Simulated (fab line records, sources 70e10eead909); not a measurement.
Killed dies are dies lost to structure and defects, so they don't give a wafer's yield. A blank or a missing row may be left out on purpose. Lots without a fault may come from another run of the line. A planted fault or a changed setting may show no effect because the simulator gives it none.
Chamber matching | flow nand_harc | NHARC_A_STAIRCASE_DEP_325 on pecvd-01: 3 sister chambers
The step deposits SiO2, target thk 3800 nm. 3 wafers are shown with their chamber, then 8 later ones without.

WAFERS WITH THEIR CHAMBER
wafer  | chamber | heater_power_w (W)
L086.6 | 2       | 528
L090.6 | 1       | 520
L089.1 | 0       | 799

WAFERS WITHOUT THEIR CHAMBER
wafer  | heater_power_w (W)
L089.4 | 645
L089.5 | 517
L094.2 | 632
L094.3 | 560
L094.5 | 520
L097.1 | 654
L097.5 | 606
L097.6 | 530

WHICH CHAMBER EACH WENT THROUGH
wafer  | from the rows above          | in truth
L089.4 | can't be placed: 2 or 1 or 0 | 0
L089.5 | can't be placed: 1 or 2      | 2
L094.2 | can't be placed: 2 or 1 or 0 | 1
L094.3 | can't be placed: 2 or 1      | 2
L094.5 | can't be placed: 1 or 2      | 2
L097.1 | can't be placed: 2 or 1 or 0 | 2
L097.5 | can't be placed: 2 or 1 or 0 | 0
L097.6 | can't be placed: 2 or 1      | 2
Placed correctly: 0 of 8. Can't be placed from these rows: 8 (the true chamber is among the candidates in 8). Placed wrongly: 0.
How it was worked out, from the rows above alone: a wafer's distance from a chamber is the root of the sum, over the readings, of the square of ((its reading less the chamber's mean) divided by the reading's scatter). The wafer belongs to the nearest chamber; if the next one is less than 2 further off, it can't be placed. A chamber's mean is the mean of its shown wafers. The scatter: with one shown wafer a chamber, the root of the mean of the squares of how far each hidden wafer lies from its nearest shown one.
